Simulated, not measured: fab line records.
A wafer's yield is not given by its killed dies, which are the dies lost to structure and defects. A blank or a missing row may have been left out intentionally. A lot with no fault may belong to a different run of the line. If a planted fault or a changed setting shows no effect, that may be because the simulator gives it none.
fab line records + flow n5_finfet
record
- lots=9
- wafers=27
- last_day=18
route steps=1938 shown ZERO_LAYER@15 WELL_APT@25 PMOS_HMC_CHANNEL_EPI@57 BEOL_M4@1111 PASSIVATION@1936
lots with no fault: from the same line, run without faults
start_h: hours from the record's first day to the start of the lot's first wafer shown + wait_h: hours elapsed since this lot's preceding step + " repeats the value in the row above + L1.1+2: several wafers, shown together as one row + - no value present, or no start provided + * or withheld: withheld + < > ~ a bound
route shown NAME@n: NAME is a module with steps in the file, n the number in the route of the first one + usual: the fault-free wafers' mean and standard deviation + same: alike in all rows + chamber/n: place in a boat + sites: each site's reading + _std_site: standard deviation across them + _edge_site: inner sites' mean taken away from outer sites' mean + radius_mm: for every site, how far away it sits from the centre of the wafer + mask NAME#n: copy n + behind: the most recent tool/chamber to have shaped the wafer + hold: what put the lot on hold/how long, in hours/how the hold closed + device: whichever transistor did not switch (one of n, p or np) + end of line: tests of these same wafers at the route's end + a step given without rows: its recipe and nothing more + killed: dies lost to structure and defects at the first sort, not the wafer's yield + map: shows each die of a wafer: x if killed, . if not, _ if none is there
set.NAME: the run value of the setting; set.NAME@STEP: its run value at that earlier step + model.NAME: the simulator's own value behind a step, which no gauge read
the route's steps for a sample of lots (tables are steps, rows are wafers)
services: from which hour (start_h, from the record's first day; less than 0 if before it) a tool's chamber was out of use, for how many hours, and why
## steps
# step N5_ZERO_LAYER_ETCH_17
# recipe
- chemistry=CF4
- target=SiO2
- target_depth_a=120
- time_s=13.3
- ion_energy_ev=350
- pressure_mtorr=40
- source_w=450
- bias_w=215
- Ar_flow_sccm=100
- cf4_flow_sccm=100
# usual
- chamber_pressure_mTorr=39.99/0.038
- drypump_motor_current_A=5.6/0.32
- oes_product_au=0.75/0.076
- rf_vpp_V=950/3.6
- showerhead_plenum_p_Torr=2.16/0.06
- throttle_valve_pct=15.67/0.24
| lot.wafer | tool        | chamber | start_h | wait_h | chamber_pressure_mTorr | drypump_motor_current_A | oes_product_au | rf_hours_counter_h | rf_vpp_V | showerhead_plenum_p_Torr | throttle_valve_pct |
|-----------|-------------|---------|---------|--------|------------------------|-------------------------|----------------|--------------------|----------|--------------------------|--------------------|
| L609.2    | rie_diel-04 | 1       | 18.73   | 0.0    | 39.98                  | 6.3                     | 0.74           | 175                | 953      | 2.22                     | 15.82              |
| L609.4    | "           | 2       | "       | "      | 39.96                  | 6.2                     | 0.70           | 234                | 948      | 2.10                     | 15.49              |
| L609.6    | "           | 2       | "       | "      | 40.03                  | 6.2                     | 0.70           | -                  | 946      | 2.10                     | 15.48              |
| L610.2    | rie_diel-05 | 3       | 24.73   | 0.0    | 39.95                  | 5.6                     | 0.70           | 165                | 949      | 2.14                     | 15.70              |
| L610.3    | "           | 3       | "       | "      | 39.99                  | 5.6                     | 0.71           | -                  | 948      | 2.14                     | 15.70              |
| L610.5    | "           | 3       | "       | "      | 40.00                  | 5.6                     | 0.71           | -                  | 949      | 2.14                     | 15.72              |
| L611.1    | rie_diel-05 | 1       | 30.84   | 0.0    | 39.96                  | 5.2                     | 0.82           | 97                 | 949      | 2.16                     | 15.32              |
| L611.2    | "           | 0       | "       | "      | 39.99                  | 5.4                     | 0.68           | 238                | 943      | 2.04                     | 15.99              |
| L611.5    | "           | 1       | "       | "      | 39.94                  | 5.2                     | 0.81           | -                  | 951      | 2.16                     | 15.31              |
| L617.1    | rie_diel-04 | 0       | 66.72   | 0.0    | 39.94                  | 5.6                     | 0.72           | 210                | 952      | 2.22                     | 15.80              |
| L617.3    | "           | 2       | "       | "      | 39.95                  | 6.2                     | 0.69           | 248                | 946      | 2.09                     | 15.50              |
| L617.4    | "           | 3       | "       | "      | 40.01                  | 5.9                     | 0.70           | 215                | 952      | 2.22                     | 15.89              |
| L619.1    | rie_diel-01 | 3       | 78.72   | 0.0    | 39.97                  | 5.7                     | 0.76           | 112                | 945      | 2.06                     | 15.42              |
| L619.2    | "           | 2       | "       | "      | 40.01                  | 5.4                     | 0.69           | 212                | 948      | 2.12                     | 16.06              |
| L619.6    | "           | 2       | "       | "      | 39.99                  | 5.4                     | 0.70           | -                  | 948      | 2.12                     | 16.07              |
| L620.3    | rie_diel-01 | 1       | 84.84   | 0.0    | 39.97                  | 5.6                     | 0.77           | 147                | 949      | 2.14                     | 15.60              |
| L620.4    | "           | 2       | "       | "      | 39.95                  | 5.4                     | 0.71           | -                  | 948      | 2.12                     | 16.07              |
| L620.5    | "           | 1       | "       | "      | 40.08                  | 5.6                     | 0.77           | -                  | 949      | 2.14                     | 15.61              |
| L627.2    | rie_diel-05 | 2       | 126.84  | 0.0    | 40.00                  | 5.8                     | 0.71           | 199                | 948      | 2.13                     | 15.69              |
| L627.3    | "           | 1       | "       | "      | 40.08                  | 5.2                     | 0.77           | 131                | 949      | 2.15                     | 15.38              |
| L627.4    | "           | 3       | "       | "      | 40.02                  | 5.6                     | 0.67           | 200                | 948      | 2.13                     | 15.78              |
| L629.2    | rie_diel-05 | 2       | 138.71  | 0.0    | 39.90                  | 5.9                     | 0.72           | 203                | 948      | 2.12                     | 15.69              |
| L629.3    | "           | 1       | "       | "      | 40.05                  | 5.2                     | 0.76           | 136                | 949      | 2.14                     | 15.39              |
| L629.4    | "           | 0       | "       | "      | 40.01                  | 5.4                     | 0.95           | 12                 | 957      | 2.29                     | 15.52              |
| L631.2    | rie_diel-01 | 3       | 151.26  | 0.0    | 39.99                  | 5.6                     | 0.74           | 133                | 945      | 2.05                     | 15.46              |
| L631.4    | "           | 0       | "       | "      | 39.99                  | 5.3                     | 0.85           | 55                 | 950      | 2.17                     | 15.55              |
| L631.5    | "           | 2       | "       | "      | 40.03                  | 5.4                     | 0.68           | -                  | 947      | 2.11                     | 16.11              |
# step N5_WELL_APT_PEB_06
# recipe
- peb_temp_c=130
- peb_time_s=90
# usual
- heater_power_total_W=172.5/0.73
- plate_temp_C=129.99/0.13
| lot.wafer | tool           | chamber | start_h | wait_h | heater_power_total_W | plate_temp_C |
|-----------|----------------|---------|---------|--------|----------------------|--------------|
| L609.2    | litho_track-04 | 0       | 19.58   | 0.0    | 172.1                | 129.85       |
| L609.4    | "              | 0       | "       | "      | 172.7                | 129.94       |
| L609.6    | "              | 0       | "       | "      | 171.8                | 129.99       |
| L610.2    | litho_track-04 | 0       | 25.62   | 0.0    | 172.0                | 130.16       |
| L610.3    | "              | 0       | "       | "      | 173.0                | 130.08       |
| L610.5    | "              | 0       | "       | "      | 172.2                | 130.02       |
| L611.1    | litho_track-01 | 0       | 31.57   | 0.1    | 173.5                | 130.09       |
| L611.2    | "              | 0       | "       | "      | 173.1                | 130.00       |
| L611.5    | "              | 0       | "       | "      | 172.2                | 129.86       |
| L617.1    | litho_track-01 | 0       | 67.57   | 0.1    | 172.9                | 130.05       |
| L617.3    | "              | 0       | "       | "      | 172.8                | 129.88       |
| L617.4    | "              | 0       | "       | "      | 172.5                | 129.94       |
| L619.1    | litho_track-04 | 0       | 79.44   | 0.1    | 168.4                | 128.22       |
| L619.2    | "              | 0       | "       | "      | 169.8                | 128.37       |
| L619.6    | "              | 0       | "       | "      | 171.0                | 128.35       |
| L620.3    | litho_track-04 | 0       | 85.57   | 0.0    | 170.2                | 128.29       |
| L620.4    | "              | 0       | "       | "      | 168.8                | 128.35       |
| L620.5    | "              | 0       | "       | "      | 170.8                | 128.28       |
| L627.2    | litho_track-01 | 0       | 127.72  | 0.0    | 172.6                | 130.07       |
| L627.3    | "              | 0       | "       | "      | 173.1                | 129.92       |
| L627.4    | "              | 0       | "       | "      | 172.8                | 129.86       |
| L629.2    | litho_track-01 | 0       | 139.58  | 0.0    | 172.8                | 130.01       |
| L629.3    | "              | 0       | "       | "      | 173.4                | 130.23       |
| L629.4    | "              | 0       | "       | "      | 172.1                | 130.18       |
| L631.2    | litho_track-03 | 0       | 152.11  | 0.0    | 173.4                | 129.98       |
| L631.4    | "              | 0       | "       | "      | 172.9                | 129.90       |
| L631.5    | "              | 0       | "       | "      | 171.3                | 129.87       |
# step N5_WELL_APT_CD_MEAS_08
# recipe
- target_cd_nm=200
- landing_energy_ev=500
- detector=se_inlens
# usual
- cd_nm=199.5/1.4
| lot.wafer | tool      | chamber | start_h | wait_h | cd_nm |
|-----------|-----------|---------|---------|--------|-------|
| L609.2    | cd_sem-03 | 0       | 19.69   | -      | 199.6 |
| L609.4    | "         | 0       | "       | "      | 198.3 |
| L609.6    | "         | 0       | "       | "      | 198.6 |
| L610.2    | cd_sem-01 | 0       | 25.74   | -      | 199.5 |
| L610.3    | "         | 0       | "       | "      | 200.2 |
| L610.5    | "         | 0       | "       | "      | 200.0 |
| L611.1    | cd_sem-03 | 0       | 31.68   | -      | 200.4 |
| L611.2    | "         | 0       | "       | "      | 198.2 |
| L611.5    | "         | 0       | "       | "      | 196.9 |
| L617.1    | cd_sem-02 | 0       | 67.68   | -      | 196.6 |
| L617.3    | "         | 0       | "       | "      | 197.3 |
| L617.4    | "         | 0       | "       | "      | 198.8 |
| L619.1    | cd_sem-03 | 0       | 79.56   | -      | 191.4 |
| L619.2    | "         | 0       | "       | "      | 193.7 |
| L619.6    | "         | 0       | "       | "      | 192.7 |
| L620.3    | cd_sem-01 | 0       | 85.69   | -      | 193.2 |
| L620.4    | "         | 0       | "       | "      | 193.4 |
| L620.5    | "         | 0       | "       | "      | 194.1 |
| L627.2    | cd_sem-01 | 0       | 127.83  | -      | 198.4 |
| L627.3    | "         | 0       | "       | "      | 199.3 |
| L627.4    | "         | 0       | "       | "      | 199.9 |
| L629.2    | cd_sem-03 | 0       | 139.69  | -      | 199.4 |
| L629.3    | "         | 0       | "       | "      | 200.9 |
| L629.4    | "         | 0       | "       | "      | 200.4 |
| L631.2    | cd_sem-02 | 0       | 152.23  | -      | 200.2 |
| L631.4    | "         | 0       | "       | "      | 199.7 |
| L631.5    | "         | 0       | "       | "      | 197.0 |
# step N5_WELL_APT_EPI_41
# recipe
- material=Si
- target_thk_a=500
- temp_c=650
- precursor=SiH4/H2
- pressure_torr=20
- time_s=297.7
# usual
- throttle_valve_pct=11.45/0.16
| lot.wafer | tool         | chamber | start_h | wait_h | throttle_valve_pct |
|-----------|--------------|---------|---------|--------|--------------------|
| L609.2    | epi_rpcvd-04 | 0       | 22.06   | 0.1    | 11.45              |
| L609.4    | "            | 0       | "       | "      | 11.46              |
| L609.6    | "            | 0       | "       | "      | 11.47              |
| L610.2    | epi_rpcvd-04 | 0       | 28.44   | 0.1    | 11.54              |
| L610.3    | "            | 0       | "       | "      | 11.44              |
| L610.5    | "            | 0       | "       | "      | 11.32              |
| L611.1    | epi_rpcvd-04 | 0       | 34.20   | 0.0    | 11.34              |
| L611.2    | "            | 0       | "       | "      | 11.38              |
| L611.5    | "            | 0       | "       | "      | 11.44              |
| L617.1    | epi_rpcvd-03 | 0       | 70.23   | 0.0    | 11.56              |
| L617.3    | "            | 0       | "       | "      | 11.20              |
| L617.4    | "            | 0       | "       | "      | 11.47              |
| L619.1    | epi_rpcvd-04 | 0       | 82.20   | 0.0    | 11.35              |
| L619.2    | "            | 0       | "       | "      | 11.41              |
| L619.6    | "            | 0       | "       | "      | 11.23              |
| L620.3    | epi_rpcvd-03 | 0       | 88.43   | 0.2    | 11.34              |
| L620.4    | "            | 0       | "       | "      | 11.27              |
| L620.5    | "            | 0       | "       | "      | 11.61              |
| L627.2    | epi_rpcvd-01 | 0       | 130.57  | 0.1    | 11.56              |
| L627.3    | "            | 0       | "       | "      | 11.57              |
| L627.4    | "            | 0       | "       | "      | 11.49              |
| L629.2    | epi_rpcvd-01 | 0       | 142.35  | 0.1    | 11.64              |
| L629.3    | "            | 0       | "       | "      | 11.51              |
| L629.4    | "            | 0       | "       | "      | 11.49              |
| L631.2    | epi_rpcvd-03 | 0       | 154.67  | 0.1    | 11.49              |
| L631.4    | "            | 0       | "       | "      | 11.53              |
| L631.5    | "            | 0       | "       | "      | 11.12              |
# step N5_PMOS_HMC_CHANNEL_EPI_HM_DEP_34
# recipe
- material=SiO2
- target_thk_a=360
- temp_c=400
- precursor=TEOS/O2
- pressure_torr=6.5
- rf_w=900
- teos_flow_sccm=161.4
- gas=O2
- flow_sccm=2650
- time_s=6.9
# usual
- heater_power_w=618/110
- showerhead_plenum_p_Torr=8.36/0.035
- throttle_valve_pct=18.2/0.88
| lot.wafer | tool     | chamber | start_h | wait_h | heater_power_w | showerhead_plenum_p_Torr | since_wet_clean_h | throttle_valve_pct |
|-----------|----------|---------|---------|--------|----------------|--------------------------|-------------------|--------------------|
| L609.2    | pecvd-03 | 1       | 22.64   | 0.0    | 500            | 8.37                     | 1814              | 19.2               |
| L609.4    | "        | 2       | "       | "      | 849            | 8.39                     | -                 | 17.1               |
| L609.6    | "        | 0       | "       | "      | 424            | 8.35                     | -                 | 17.0               |
| L610.2    | pecvd-02 | 0       | 29.01   | 0.0    | 684            | 8.37                     | 733               | 18.2               |
| L610.3    | "        | 1       | "       | "      | 606            | 8.35                     | -                 | 19.0               |
| L610.5    | "        | 0       | "       | "      | 707            | 8.35                     | -                 | 18.1               |
| L611.1    | pecvd-03 | 1       | 34.87   | 0.0    | 488            | 8.34                     | 1826              | 19.2               |
| L611.2    | "        | 0       | "       | "      | 469            | 8.39                     | 1101              | 17.2               |
| L611.5    | "        | 1       | "       | "      | 521            | 8.36                     | -                 | 19.2               |
| L617.1    | pecvd-02 | 0       | 70.90   | 0.0    | 703            | 8.37                     | 775               | 18.3               |
| L617.3    | "        | 2       | "       | "      | 620            | 8.35                     | 21                | 16.6               |
| L617.4    | "        | 2       | "       | "      | 621            | 8.34                     | -                 | 16.4               |
| L619.1    | pecvd-01 | 0       | 83.08   | 0.0    | 577            | 8.42                     | 606               | 17.8               |
| L619.2    | "        | 2       | "       | "      | 671            | 8.29                     | 2056              | 18.7               |
| L619.6    | "        | 1       | "       | "      | 693            | 8.37                     | -                 | 19.4               |
| L620.3    | pecvd-01 | 0       | 88.90   | 0.0    | 590            | 8.41                     | 612               | 17.4               |
| L620.4    | "        | 0       | "       | "      | 595            | 8.39                     | -                 | 17.3               |
| L620.5    | "        | 1       | "       | "      | 710            | 8.37                     | -                 | 19.5               |
| L627.2    | pecvd-03 | 1       | 131.14  | 0.0    | 491            | 8.36                     | 1923              | 19.1               |
| L627.3    | "        | 0       | "       | "      | 361            | 8.40                     | 1198              | 17.6               |
| L627.4    | "        | 1       | "       | "      | 509            | 8.35                     | -                 | 19.5               |
| L629.2    | pecvd-03 | 0       | 142.93  | 0.0    | 465            | 8.39                     | 1209              | 17.3               |
| L629.3    | "        | 2       | "       | "      | 712            | 8.44                     | 455               | 17.3               |
| L629.4    | "        | 2       | "       | "      | 749            | 8.39                     | -                 | 17.2               |
| L631.2    | pecvd-01 | 1       | 155.25  | 0.0    | 559            | 8.36                     | 1403              | 19.5               |
| L631.4    | "        | 2       | "       | "      | 712            | 8.28                     | -                 | 18.9               |
| L631.5    | "        | 0       | "       | "      | 551            | 8.39                     | -                 | 17.5               |
# step N5_BEOL_M4_RC_MEAS_101
# usual
- DIBL_N=36.0/1.9
- DIBL_P=36.0/2.1
- IOFF_N=0.155/0.029
- IOFF_P=0.20/0.032
- ION_N=672/11
- ION_P=461/6.9
- SS_N=71.5/0.58
- SS_P=73.2/0.64
- VT_N=250.4/2.9
- VT_P=-251.0/2.8
| lot.wafer | tool      | chamber | start_h | wait_h | DIBL_N[mV/V] | DIBL_P[mV/V] | IOFF_N[nA/um] | IOFF_P[nA/um] | ION_N[uA/um] | ION_P[uA/um] | SS_N[mV/dec] | SS_P[mV/dec] | VT_N[mV] | VT_P[mV] |
|-----------|-----------|---------|---------|--------|--------------|--------------|---------------|---------------|--------------|--------------|--------------|--------------|----------|----------|
| L609.2    | prober-02 | 0       | 185.41  | 0.2    | 36.5         | 35.3         | 0.129         | 0.19          | 654          | 452          | 71.4         | 73.9         | 254.5    | -251.4   |
| L609.4    | "         | 0       | "       | "      | 34.5         | 33.6         | 0.114         | 0.18          | 672          | 470          | 71.0         | 72.9         | 254.6    | -251.4   |
| L609.6    | "         | 0       | "       | "      | 34.4         | 33.3         | 0.112         | 0.17          | 666          | 462          | 70.8         | 72.3         | 254.9    | -253.8   |
| L611.1    | prober-02 | 0       | 187.11  | 0.0    | 38.1         | 39.4         | 0.192         | 0.26          | 696          | 475          | 71.6         | 74.1         | 247.3    | -244.9   |
| L611.2    | "         | 0       | "       | "      | 39.6         | 40.4         | 0.218         | 0.27          | 682          | 466          | 72.0         | 73.4         | 244.8    | -248.1   |
| L611.5    | "         | 0       | "       | "      | 39.5         | 39.7         | 0.213         | 0.27          | 705          | 478          | 71.0         | 73.7         | 247.4    | -247.3   |
| L610.2    | prober-01 | 0       | 187.22  | 0.2    | 34.9         | 34.6         | 0.145         | 0.22          | 661          | 457          | 71.4         | 72.4         | 249.4    | -248.6   |
| L610.3    | "         | 0       | "       | "      | 35.2         | 35.3         | 0.160         | 0.22          | 670          | 462          | 71.6         | 73.1         | 245.6    | -248.3   |
| L610.5    | "         | 0       | "       | "      | 36.4         | 35.9         | 0.168         | 0.22          | 669          | 460          | 72.3         | 72.6         | 247.4    | -250.0   |
| L619.1    | prober-01 | 0       | 237.95  | 0.0    | 35.5         | 34.8         | 0.148         | 0.20          | 677          | 465          | 71.8         | 72.5         | 250.3    | -251.6   |
| L619.2    | "         | 0       | "       | "      | 37.3         | 36.5         | 0.174         | 0.22          | 681          | 468          | 71.6         | 73.5         | 250.7    | -251.2   |
| L619.6    | "         | 0       | "       | "      | 35.1         | 34.4         | 0.130         | 0.19          | 656          | 456          | 71.6         | 72.4         | 255.0    | -252.9   |
| L617.1    | prober-01 | 0       | 240.97  | 0.0    | 36.0         | 37.2         | 0.153         | 0.21          | 688          | 469          | 70.9         | 74.1         | 249.2    | -248.9   |
| L617.3    | "         | 0       | "       | "      | 35.7         | 36.8         | 0.155         | 0.22          | 672          | 467          | 71.1         | 73.8         | 250.3    | -250.4   |
| L617.4    | "         | 0       | "       | "      | 34.6         | 35.8         | 0.135         | 0.20          | 665          | 466          | 71.5         | 73.6         | 251.7    | -249.1   |
| L620.3    | prober-01 | 0       | 249.96  | 0.3    | 34.1         | 33.6         | 0.122         | 0.16          | 657          | 462          | 71.4         | 72.6         | 252.1    | -255.5   |
| L620.4    | "         | 0       | "       | "      | 38.1         | 39.0         | 0.217         | 0.26          | 684          | 466          | 72.7         | 74.0         | 243.7    | -250.7   |
| L620.5    | "         | 0       | "       | "      | 35.3         | 34.9         | 0.142         | 0.18          | 673          | 459          | 71.2         | 73.4         | 248.6    | -252.9   |
| L627.2    | prober-02 | 0       | 288.21  | 0.2    | 35.1         | 36.4         | 0.144         | 0.21          | 677          | 467          | 70.6         | 73.3         | 249.4    | -251.5   |
| L627.3    | "         | 0       | "       | "      | 32.9         | 34.1         | 0.119         | 0.18          | 654          | 453          | 70.8         | 72.2         | 250.0    | -251.7   |
| L627.4    | "         | 0       | "       | "      | 35.1         | 37.0         | 0.155         | 0.22          | 681          | 469          | 71.7         | 73.2         | 247.5    | -249.1   |
| L631.2    | prober-01 | 0       | 311.51  | 0.2    | 37.5         | 36.0         | 0.179         | 0.23          | 672          | 465          | 71.6         | 73.9         | 248.6    | -246.8   |
| L631.4    | "         | 0       | "       | "      | 35.8         | 34.7         | 0.147         | 0.20          | 678          | 460          | 71.1         | 72.9         | 251.6    | -250.3   |
| L631.5    | "         | 0       | "       | "      | 38.0         | 36.4         | 0.173         | 0.24          | 657          | 450          | 71.5         | 73.8         | 248.6    | -252.1   |
| L629.2    | prober-02 | 0       | 312.04  | 0.2    | 33.6         | 33.1         | 0.130         | 0.18          | 675          | 467          | 71.5         | 72.1         | 250.5    | -250.3   |
| L629.3    | "         | 0       | "       | "      | 32.7         | 32.2         | 0.124         | 0.17          | 673          | 464          | 70.7         | 72.4         | 255.6    | -251.7   |
| L629.4    | "         | 0       | "       | "      | 34.6         | 33.9         | 0.132         | 0.19          | 656          | 457          | 70.9         | 72.7         | 253.0    | -251.1   |
# step N5_PASSIVATION_PROBE_49
# usual
- defect_limited_yield=91.0/1.5
- killed_at_M0_to_M3=33/9.4
- killed_at_M4_up=14/4.8
- killed_at_contacts=13/7.3
- killed_at_front_end=43/13
- killed_at_other=3.6/2.9
- killed_dies=106/18
- killed_open=69/13
- killed_short=35/8.2
- sort_bin_5_function=5.3/1
- sort_bin_6_memory=3.3/0.68
- sort_bin_8_speed=0.01/0.027
- sort_n_pass=1074/18
- sort_yield_pct=91.0/1.5
# same
- gross_dies=1180
- killed_at_back_side=0
- sort_bin_4_leakage[%]=0
| lot.wafer | tool      | chamber | start_h | wait_h | defect_limited_yield[%] | killed_at_M0_to_M3 | killed_at_M4_up | killed_at_contacts | killed_at_front_end | killed_at_other | killed_dies | killed_open | killed_short | sort_bin_5_function[%] | sort_bin_6_memory[%] | sort_bin_8_speed[%] | sort_n_pass | sort_yield_pct[%] |
|-----------|-----------|---------|---------|--------|-------------------------|--------------------|-----------------|--------------------|---------------------|-----------------|-------------|-------------|--------------|------------------------|----------------------|---------------------|-------------|-------------------|
| L617.1    | prober-01 | -       | 350.89  | 0.0    | 92.1                    | 27                 | 13              | 18                 | 34                  | 1               | 93          | 68          | 25           | 4.9                    | 2.5                  | 0                   | 1087        | 92.1              |
| L617.3    | prober-01 | -       | 350.99  | 0.1    | 91.2                    | 40                 | 5               | 7                  | 52                  | 0               | 104         | 69          | 33           | 5.3                    | 3.2                  | 0                   | 1076        | 91.2              |
| L617.4    | prober-01 | -       | 351.04  | 0.2    | 87.4                    | 42                 | 12              | 6                  | 85                  | 4               | 149         | 89          | 56           | 7.6                    | 4.1                  | 0                   | 1031        | 87.4              |
# killed by level:class
L617.1 MOL_CONTACT_COAG:geometric_particle:open=13 STI_FIN_REVEAL:geometric_particle:open=9 FIN_SAQP:geometric_particle:open=8 BEOL_M2:geometric_particle:open=6 BEOL_M5:geometric_particle:open=6 MOL_CONTACT_COAG:geometric_particle:short=5 FIN_SAQP:geometric_particle:short=4 BEOL_M1:geometric_particle:open=4
L617.3 FIN_SAQP:geometric_particle:open=15 FIN_SAQP:geometric_particle:short=11 BEOL_M2:geometric_particle:open=11 BEOL_M0_SAQP:geometric_particle:short=9 BEOL_M0_SAQP:geometric_particle:open=7 STI_FIN_REVEAL:geometric_particle:open=6 MOL_CONTACT_COAG:geometric_particle:open=6 GATE_CUT:geometric_particle:open=4
L617.4 FIN_SAQP:geometric_particle:open=33 FIN_SAQP:geometric_particle:short=21 BEOL_M2:geometric_particle:open=15 BEOL_M0_SAQP:geometric_particle:open=7 BEOL_M1:geometric_particle:open=6 MOL_CONTACT_COAG:geometric_particle:open=5 BEOL_M4:geometric_particle:open=5 STARTING-WAFER:geometric_particle:open=5
## services
| tool           | chamber | start_h | hours | kind                          |
|----------------|---------|---------|-------|-------------------------------|
| pecvd-03       | 0       | -1.29   | 2.1   | scheduled_down                |
| litho_track-04 | -       | 12.55   | -     | consumable_replace:filter     |
| rie_diel-05    | 0       | 20.63   | 4.3   | repair                        |
| pecvd-02       | 2       | 21.12   | -     | clean                         |
| pecvd-02       | -       | 22.22   | 6.0   | pm                            |
| rie_diel-05    | 2       | 23.39   | 13.6  | repair                        |
| pecvd-03       | 2       | 24.85   | 7.1   | repair                        |
| rie_diel-04    | -       | 30.72   | 3.5   | repair                        |
| pecvd-01       | -       | 32.18   | 1.5   | repair                        |
| pecvd-01       | 1       | 38.17   | 2.1   | scheduled_down                |
| pecvd-01       | -       | 60.67   | 1.1   | repair                        |
| rie_diel-05    | 0       | 75.31   | -     | clean                         |
| rie_diel-05    | 0       | 75.31   | -     | consumable_replace:focus_ring |
| rie_diel-05    | 0       | 75.31   | -     | consumable_replace:showerhead |
| rie_diel-05    | 0       | 75.31   | 33.0  | scheduled_down                |
| rie_diel-05    | 0       | 75.31   | 33.0  | vent_cycle                    |
| rie_diel-01    | 0       | 83.15   | 5.0   | repair                        |
| rie_diel-01    | 0       | 97.10   | 6.9   | repair                        |
| pecvd-02       | -       | 104.29  | 2.8   | pm                            |
| litho_track-04 | -       | 118.72  | -     | consumable_replace:filter     |
| pecvd-03       | -       | 136.71  | 1.1   | repair                        |
| rie_diel-05    | 1       | 141.67  | 9.0   | repair                        |
| pecvd-02       | 2       | 145.61  | 5.1   | repair                        |
| pecvd-03       | -       | 145.76  | 1.0   | repair                        |
## key
first_sign
- step=N5_WELL_APT_PEB_06
- reading=plate_temp_C
- direction=down
- sigmas=13
- usual=*
- struck=*
effect
- step=N5_WELL_APT_PEB_06
- reading=heater_power_total_W
- direction=down
- sigmas=3.6
- usual=*
- struck=*
effect
- step=N5_WELL_APT_CD_MEAS_08
- reading=cd_nm
- direction=down
- sigmas=4.5
- usual=199.5
- struck=193.1
- through=control_loop
met_at N5_WELL_APT_PEB_06
struck_lots L619,L620
loop_trim
- step=N5_WELL_APT_EXPOSE_05
- setting=dose
- lots=L620
not_acting_at N5_ZERO_LAYER_ETCH_17,N5_WELL_APT_EPI_41,N5_PMOS_HMC_CHANNEL_EPI_HM_DEP_34
onset_between 25.62 79.44
fault
- kind=process_parameter_drift
- tool=litho_track-04
- chamber=-
- onset_h=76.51
- steps=N5_WELL_APT_PEB_06
- channel=peb_temp_c
- offset=*
- shape=step
- end_h=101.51
- acts_in=*
- stated=*
# loop_trim: a control loop set the setting to another value than it would have without faults
